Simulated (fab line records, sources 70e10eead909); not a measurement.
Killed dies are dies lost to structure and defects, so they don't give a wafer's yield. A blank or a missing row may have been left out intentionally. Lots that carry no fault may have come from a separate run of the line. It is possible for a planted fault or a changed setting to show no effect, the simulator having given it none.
Matching of chambers | flow nandHarc | rieDiel-03 running NHARC_A_STAIRCASE_DESCUM_252: 4 sister chambers
The step chemistry O2, time 3 s. 4 wafers are shown with their chamber, then 7 later ones without.

WAFERS PAIRED WITH THEIR CHAMBERS
wafer  | chamber | drypumpMotorCurrentA (A)
L084.4 | 0       | 6.0
L084.6 | 1       | 5.2
L088.5 | 3       | 6.1
L090.4 | 2       | 5.0

WAFERS WITHOUT THEIR CHAMBER
wafer  | drypumpMotorCurrentA (A)
L090.5 | 6.0
L092.3 | 6.2
L092.5 | 6.2
L092.6 | 5.0
L095.3 | 5.2
L095.5 | 6.0
L095.6 | 6.2

CHAMBER TAKEN BY EACH
wafer  | from the rows above     | in truth
L090.5 | can't be placed: 0 or 3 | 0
L092.3 | can't be placed: 3 or 0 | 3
L092.5 | can't be placed: 3 or 0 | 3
L092.6 | 2                       | 2
L095.3 | 1                       | 1
L095.5 | can't be placed: 0 or 3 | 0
L095.6 | can't be placed: 3 or 0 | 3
Correctly placed: 2 of 7. These rows do not allow placing 5 (true chamber among the candidates in 5). Wrongly placed: 0.
How it was worked out, from the rows above alone: a wafer's distance from a chamber is the root of the sum, over the readings, of the square of ((its reading less the chamber's mean) divided by the reading's scatter). The wafer belongs to the nearest chamber; if the next one is less than 2 further off, it can't be placed. Each chamber's mean is taken over the wafers shown for it. The scatter: root of mean squared gap, hidden wafer to nearest shown wafer, with one shown wafer a chamber.
